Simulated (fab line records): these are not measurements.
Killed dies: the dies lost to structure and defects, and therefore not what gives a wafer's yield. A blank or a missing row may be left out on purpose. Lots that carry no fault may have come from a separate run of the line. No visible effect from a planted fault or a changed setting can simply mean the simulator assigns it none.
Which tool was responsible? -- flow n5-finfet -- 72 wafers from 24 lots sampled at 6 of the route's 1938 steps

== WHAT THE GAUGES READ, wafer by wafer ==
Not one reading of a measure or inspect step in the record can be checked against a usual standard deviation.

== WHICH TOOL RAN EACH LOT (tool, then ch and the chambers of the sampled wafers, then the start) ==
lot,N5_BEOL_M0_ANNEAL_119,N5_BEOL_M1_ETCH_63,N5_BEOL_M1_HM_OPEN_17,N5_BEOL_M1_STRIP_19,N5_BEOL_M1_SURFACE_TREAT_85,N5_BEOL_M1_ANNEAL_82
L074,"rtp-anneal-01 ch 0, day 6 02:11","rie-diel-01 ch 0,3, day 6 04:57","rie-metal-02 ch 0,1, day 6 05:09","rie-diel-03 ch 1,2,3, day 6 05:17","pvd-sputter-01, day 6 12:24","pvd-sputter-02, day 6 14:43"
L075,"rtp-anneal-02 ch 0, day 6 07:50","rie-diel-01 ch 2,3, day 6 09:54","rie-metal-01 ch 1, day 6 10:06","rie-diel-01 ch 0,1,3, day 6 10:13","pvd-sputter-03, day 6 16:51","pvd-sputter-01, day 6 17:35"
L076,"rtp-anneal-01 ch 0, day 6 20:07","rie-diel-03 ch 0,1,3, day 6 23:16","rie-metal-03 ch 0,1, day 6 23:28","rie-diel-03 ch 0,2,3, day 6 23:35","pvd-sputter-02, day 7 07:34","pvd-sputter-02, day 7 08:21"
L078,"rtp-anneal-01 ch 0, day 7 00:21","rie-diel-03 ch 0,1,2, day 7 03:38","rie-metal-01 ch 0,1, day 7 03:50","rie-diel-03 ch 0,1, day 7 04:04","pvd-sputter-02, day 7 12:29","pvd-sputter-01, day 7 13:23"
L077,"rtp-anneal-02 ch 0, day 7 06:42","rie-diel-05 ch 0,2, day 7 10:19","rie-metal-02 ch 0,1, day 7 10:31","rie-diel-05 ch 2,3, day 7 10:38","pvd-sputter-03, day 7 22:55","pvd-sputter-03, day 7 23:42"
L079,"rtp-anneal-01 ch 0, day 7 07:10","rie-diel-03 ch 0,3, day 7 10:58","rie-metal-01 ch 0,1, day 7 11:10","rie-diel-01 ch 0,1,3, day 7 11:19","pvd-sputter-03, day 7 22:53","pvd-sputter-01, day 7 23:59"
L080,"rtp-anneal-01 ch 0, day 7 11:32","rie-diel-01 ch 1,2, day 7 15:39","rie-metal-03 ch 0,1, day 7 15:51","rie-diel-05 ch 0,1,2, day 7 16:01","pvd-sputter-01, day 7 23:25","pvd-sputter-02, day 8 01:30"
L081,"rtp-anneal-02 ch 0, day 7 16:09","rie-diel-01 ch 0,1,2, day 7 18:18","rie-metal-02 ch 0,1, day 7 18:30","rie-diel-01 ch 1,2,3, day 7 18:37","pvd-sputter-02, day 7 22:13","pvd-sputter-02, day 7 23:34"
L082,"rtp-anneal-02 ch 0, day 7 22:09","rie-diel-01 ch 1,2,3, day 8 02:02","rie-metal-01 ch 0,1, day 8 02:13","rie-diel-05 ch 0,1,3, day 8 02:20","pvd-sputter-01, day 8 07:10","pvd-sputter-03, day 8 08:05"
L083,"rtp-anneal-01 ch 0, day 8 07:41","rie-diel-01 ch 0,1, day 8 10:41","rie-metal-03 ch 0, day 8 10:53","rie-diel-05 ch 2,3, day 8 11:16","pvd-sputter-01, day 8 14:18","pvd-sputter-03, day 8 15:04"
L084,"rtp-anneal-02 ch 0, day 8 13:35","rie-diel-03 ch 1,2,3, day 8 17:52","rie-metal-03 ch 0,1, day 8 18:06","rie-diel-01 ch 0,3, day 8 18:17","pvd-sputter-02, day 8 22:03","pvd-sputter-03, day 8 23:39"
L085,"rtp-anneal-02 ch 0, day 8 21:43","rie-diel-01 ch 0,1,3, day 9 03:05","rie-metal-01 ch 0,1, day 9 03:17","rie-diel-03 ch 0,3, day 9 03:26","pvd-sputter-01, day 9 08:22","pvd-sputter-02, day 9 10:41"
L086,"rtp-anneal-02 ch 0, day 9 04:47","rie-diel-05 ch 1,3, day 9 07:56","rie-metal-01 ch 0,1, day 9 08:08","rie-diel-01 ch 0,2, day 9 08:15","pvd-sputter-02, day 9 12:05","pvd-sputter-02, day 9 12:56"
L087,"rtp-anneal-02 ch 0, day 9 07:54","rie-diel-03 ch 0,1,3, day 9 11:26","rie-metal-01 ch 0,1, day 9 11:38","rie-diel-01 ch 0,3, day 9 11:47","pvd-sputter-03, day 9 15:53","pvd-sputter-03, day 9 16:38"
L088,"rtp-anneal-01 ch 0, day 9 15:10","rie-diel-01 ch 2,3, day 9 18:55","rie-metal-02 ch 0,1, day 9 19:07","rie-diel-05 ch 0,2,3, day 9 19:13","pvd-sputter-02, day 10 00:56","pvd-sputter-03, day 10 01:53"
L089,"rtp-anneal-02 ch 0, day 9 15:32","rie-diel-01 ch 1,3, day 9 19:08","rie-metal-01 ch 0,1, day 9 19:20","rie-diel-05 ch 0,2,3, day 9 19:27","pvd-sputter-03, day 10 14:09","pvd-sputter-03, day 10 16:33"
L091,"rtp-anneal-01 ch 0, day 10 02:41","rie-diel-03 ch 0,2, day 10 06:23","rie-metal-03 ch 0,1, day 10 06:35","rie-diel-01 ch 0,2, day 10 06:44","pvd-sputter-03, day 10 19:40","pvd-sputter-03, day 10 20:26"
L090,"rtp-anneal-01 ch 0, day 10 03:51","rie-diel-01 ch 0,2, day 10 06:32","rie-metal-01 ch 0,1, day 10 06:45","rie-diel-01 ch 1,2, day 10 06:53","pvd-sputter-03, day 10 19:47","pvd-sputter-01, day 10 20:49"
L093,"rtp-anneal-02 ch 0, day 10 14:55","rie-diel-01 ch 0,1, day 10 19:36","rie-metal-02 ch 0,1, day 10 19:49","rie-diel-03 ch 0,1,2, day 10 19:56","pvd-sputter-02, day 11 05:26","pvd-sputter-01, day 11 06:14"
L092,"rtp-anneal-01 ch 0, day 10 18:47","rie-diel-03 ch 2,3, day 10 22:42","rie-metal-02 ch 0,1, day 10 22:54","rie-diel-05 ch 0,3, day 10 23:04","pvd-sputter-03, day 11 07:03","pvd-sputter-01, day 11 08:05"
L094,"rtp-anneal-02 ch 0, day 11 06:52","rie-diel-05 ch 1,2,3, day 11 09:51","rie-metal-03 ch 0, day 11 10:05","rie-diel-01 ch 1,3, day 11 10:17","pvd-sputter-01, day 11 15:19","pvd-sputter-03, day 11 16:11"
L095,"rtp-anneal-01 ch 0, day 11 06:59","rie-diel-05 ch 1,2, day 11 10:20","rie-metal-01 ch 0,1, day 11 10:32","rie-diel-05 ch 0,1,2, day 11 10:39","pvd-sputter-02, day 11 15:52","pvd-sputter-01, day 11 16:43"
L097,"rtp-anneal-02 ch 0, day 11 18:09","rie-diel-05 ch 1,2, day 11 21:49","rie-metal-02 ch 0, day 11 22:02","rie-diel-01 ch 0,2,3, day 11 22:23","pvd-sputter-01, day 12 05:13","pvd-sputter-01, day 12 06:01"
L096,"rtp-anneal-01 ch 0, day 11 18:41","rie-diel-05 ch 0,2,3, day 11 22:02","rie-metal-03 ch 0,1, day 11 22:16","rie-diel-01 ch 0,1,2, day 11 22:26","pvd-sputter-03, day 12 08:34","pvd-sputter-03, day 12 09:26"
- N5_BEOL_M0_ANNEAL_119: time 90 s.
- N5_BEOL_M1_ETCH_63: etches SiARC in CF4, target depth 15.6 nm, time 26 s.
- N5_BEOL_M1_HM_OPEN_17: chemistry Cl2/BCl3, target TiN, target depth 20 nm, overetch 6 nm.
- N5_BEOL_M1_STRIP_19: strips in O2.
- N5_BEOL_M1_SURFACE_TREAT_85
- N5_BEOL_M1_ANNEAL_82: time 240 s.

== WHAT THE TOOLS THEMSELVES READ (means of the sampled wafers that have a number; where no wafer has one, the mark that the record gives instead) ==
N5_BEOL_M0_ANNEAL_119. Usual: anneal-temp-c-max 226.08, standard deviation 0.23; wafer_temp_C_max 226.1, standard deviation 0.43.
lot,tool,anneal-temp-c-max,wafer_temp_C_max,flag
L074,rtp-anneal-01,226.14,225.4,
L075,rtp-anneal-02,226.29,226.2,
L076,rtp-anneal-01,225.96,226.1,
L078,rtp-anneal-01,226.10,225.6,
L077,rtp-anneal-02,226.16,226.6,
L079,rtp-anneal-01,226.06,225.7,
L080,rtp-anneal-01,226.07,226.1,
L081,rtp-anneal-02,226.01,226.8,
L082,rtp-anneal-02,226.21,226.5,
L083,rtp-anneal-01,225.98,225.7,
L084,rtp-anneal-02,226.08,226.4,
L085,rtp-anneal-02,226.13,226.5,
L086,rtp-anneal-02,226.13,226.4,
L087,rtp-anneal-02,226.19,226.7,
L088,rtp-anneal-01,225.95,225.8,
L089,rtp-anneal-02,226.04,226.6,
L091,rtp-anneal-01,226.20,225.5,
L090,rtp-anneal-01,226.16,225.8,
L093,rtp-anneal-02,226.29,226.2,
L092,rtp-anneal-01,226.04,226.0,
L094,rtp-anneal-02,226.26,226.8,
L095,rtp-anneal-01,226.18,226.1,
L097,rtp-anneal-02,225.89,226.4,
L096,rtp-anneal-01,226.04,225.8,

N5_BEOL_M1_ETCH_63. Usual: drypump-motor-current-A 5.7 A, standard deviation 0.46; etch-rf-on-time-s 26.2 s, standard deviation 0.85; oes-product-au 0.72 a.u., standard deviation 0.069; rf-vpp-V 184.1 V, standard deviation 1.1; showerhead-plenum-p-Torr 2.14 Torr, standard deviation 0.062; throttle-valve-pct 15.43 %, standard deviation 0.22.
lot,tool,drypump-motor-current-A (A),etch-rf-on-time-s (s),oes-product-au (a.u.),rf-vpp-V (V),showerhead-plenum-p-Torr (Torr),throttle-valve-pct (%),flag
L074,rie-diel-01,5.8,25.6,0.78,184.4,2.17,15.41,
L075,rie-diel-01,5.8,26.2,0.79,184.3,2.16,15.40,
L076,rie-diel-03,6.4,25.9,0.72,185.4,2.18,15.45,
L078,rie-diel-03,6.2,26.1,0.69,184.8,2.15,15.51,
L077,rie-diel-05,5.1,26.7,0.65,182.9,2.05,15.51,
L079,rie-diel-03,6.3,25.8,0.76,185.3,2.23,15.32,
L080,rie-diel-01,5.3,26.6,0.77,183.4,2.10,15.18,
L081,rie-diel-01,5.4,26.2,0.77,184.2,2.10,15.21,
L082,rie-diel-01,5.6,26.4,0.76,183.6,2.13,15.32,
L083,rie-diel-01,5.5,25.5,0.77,182.8,2.10,15.26,
L084,rie-diel-03,6.3,26.3,0.69,184.5,2.18,15.48,
L085,rie-diel-01,5.6,26.1,0.74,183.0,2.13,15.36,
L086,rie-diel-05,5.9,27.4,0.56,184.9,2.20,15.71,
L087,rie-diel-03,6.4,25.9,0.71,185.8,2.18,15.49,
L088,rie-diel-01,5.7,26.1,0.74,183.8,2.15,15.47,
L089,rie-diel-01,5.8,26.6,0.72,184.7,2.16,15.48,
L091,rie-diel-03,5.9,26.3,0.67,183.8,2.15,15.51,
L090,rie-diel-01,5.4,25.0,0.76,183.2,2.08,15.28,
L093,rie-diel-01,5.5,25.5,0.74,183.9,2.09,15.29,
L092,rie-diel-03,6.0,26.4,0.68,184.9,2.18,15.46,
L094,rie-diel-05,5.6,26.7,0.71,183.8,2.15,15.56,
L095,rie-diel-05,5.3,26.5,0.75,183.0,2.10,15.40,
L097,rie-diel-05,5.6,26.6,0.78,184.5,2.14,15.23,
L096,rie-diel-05,5.3,26.7,0.63,183.7,2.10,15.72,

N5_BEOL_M1_HM_OPEN_17. Usual: drypump-motor-current-A 5.7 A, standard deviation 0.41; oes-product-au 0.62 a.u., standard deviation 0.12; throttle-valve-pct 22.21 %, standard deviation 0.23.
lot,tool,drypump-motor-current-A (A),oes-product-au (a.u.),throttle-valve-pct (%),flag
L074,rie-metal-02,5.8,0.52,22.43,
L075,rie-metal-01,5.0,0.55,22.24,
L076,rie-metal-03,5.5,0.58,22.34,
L078,rie-metal-01,5.8,0.52,22.10,
L077,rie-metal-02,5.8,0.52,22.44,
L079,rie-metal-01,5.4,0.53,22.18,
L080,rie-metal-03,5.5,0.58,22.35,
L081,rie-metal-02,5.8,0.52,22.43,
L082,rie-metal-01,5.4,0.52,22.19,
L083,rie-metal-03,5.9,0.67,22.29,
L084,rie-metal-03,5.7,0.62,22.32,
L085,rie-metal-01,5.8,0.75,21.87,
L086,rie-metal-01,5.4,0.64,22.06,
L087,rie-metal-01,5.8,0.73,21.87,
L088,rie-metal-02,5.8,0.61,22.33,
L089,rie-metal-01,5.8,0.72,21.87,
L091,rie-metal-03,5.5,0.57,22.35,
L090,rie-metal-01,5.4,0.63,22.06,
L093,rie-metal-02,5.8,0.70,22.25,
L092,rie-metal-02,5.8,0.61,22.34,
L094,rie-metal-03,5.9,0.66,22.28,
L095,rie-metal-01,5.4,0.62,22.07,
L097,rie-metal-02,5.8,0.76,22.18,
L096,rie-metal-03,5.5,0.75,22.25,

N5_BEOL_M1_STRIP_19. Usual: drypump-motor-current-A 5.6 A, standard deviation 0.45; oes-product-au 0.83 a.u., standard deviation 0.082; rf-vpp-V 3.6 V, standard deviation 0.47; showerhead-plenum-p-Torr 2.09 Torr, standard deviation 0.061; throttle-valve-pct 16.55 %, standard deviation 0.21.
lot,tool,drypump-motor-current-A (A),oes-product-au (a.u.),rf-vpp-V (V),showerhead-plenum-p-Torr (Torr),throttle-valve-pct (%),flag
L074,rie-diel-03,6.3,0.84,3.9,2.14,16.51,
L075,rie-diel-01,5.6,0.92,3.5,2.09,16.36,
L076,rie-diel-03,6.1,0.86,3.6,2.15,16.49,
L078,rie-diel-03,6.2,0.83,3.4,2.10,16.58,
L077,rie-diel-05,5.5,0.77,3.5,2.14,16.91,
L079,rie-diel-01,5.7,0.90,3.6,2.08,16.38,
L080,rie-diel-05,5.3,0.75,4.0,2.07,16.64,
L081,rie-diel-01,5.6,0.90,4.0,2.09,16.40,
L082,rie-diel-05,5.6,0.70,4.2,2.12,16.80,
L083,rie-diel-05,5.3,0.81,3.7,2.08,16.74,
L084,rie-diel-01,5.8,0.87,3.1,2.10,16.47,
L085,rie-diel-03,6.3,0.87,2.8,2.19,16.50,
L086,rie-diel-01,5.4,0.90,3.9,2.05,16.39,
L087,rie-diel-01,5.8,0.86,3.8,2.10,16.48,
L088,rie-diel-05,5.3,0.76,3.7,2.08,16.81,
L089,rie-diel-05,5.3,0.75,3.6,2.08,16.80,
L091,rie-diel-01,5.4,0.88,4.2,2.05,16.40,
L090,rie-diel-01,5.4,0.86,3.5,2.06,16.38,
L093,rie-diel-03,6.2,0.78,3.4,2.09,16.61,
L092,rie-diel-05,5.3,0.70,3.8,2.07,16.85,
L094,rie-diel-01,5.8,0.84,3.4,2.10,16.49,
L095,rie-diel-05,5.4,0.85,3.4,2.06,16.51,
L097,rie-diel-01,5.6,0.86,3.4,2.07,16.48,
L096,rie-diel-01,5.4,0.87,3.7,2.05,16.41,

N5_BEOL_M1_ANNEAL_82. Usual: heater-power-w 827 W, standard deviation 100; susceptor_temp_C_max 401.0, standard deviation 0.5.
lot,tool,heater-power-w (W),susceptor_temp_C_max,flag
L074,pvd-sputter-02,916,400.8,
L075,pvd-sputter-01,885,401.5,
L076,pvd-sputter-02,801,400.3,
L078,pvd-sputter-01,827,400.9,
L077,pvd-sputter-03,772,400.8,
L079,pvd-sputter-01,863,401.7,
L080,pvd-sputter-02,922,400.7,
L081,pvd-sputter-02,863,400.8,
L082,pvd-sputter-03,773,400.5,
L083,pvd-sputter-03,745,400.9,
L084,pvd-sputter-03,785,400.7,
L085,pvd-sputter-02,848,400.7,
L086,pvd-sputter-02,862,400.6,
L087,pvd-sputter-03,838,400.7,
L088,pvd-sputter-03,768,400.7,
L089,pvd-sputter-03,769,400.8,
L091,pvd-sputter-03,724,400.6,
L090,pvd-sputter-01,872,401.8,
L093,pvd-sputter-01,826,401.1,
L092,pvd-sputter-01,916,401.5,
L094,pvd-sputter-03,774,400.9,
L095,pvd-sputter-01,827,401.3,
L097,pvd-sputter-01,839,401.3,
L096,pvd-sputter-03,833,400.6,

== THE ANSWER, worked out from the rows above alone ==
Rule: take the mean of a lot's wafers that have a number; if it is more than 3 standard deviations from the usual mean, the lot is off. Also off: a lot with no number at a reading for which 4 or more lots have one. Where the step has rows for the other lots, those lots are counted as sound. Order of review: gauges by route order, followed by the tools' own readings, for which a lot's mean as printed above is used. The first step at which some lot is off is used, and at that step the reading that is off furthest; a lot without a number counts as furthest.
None of the lots is off at any reading shown; this tells nothing.

== WHAT THE SIMULATOR HAD INSERTED ==
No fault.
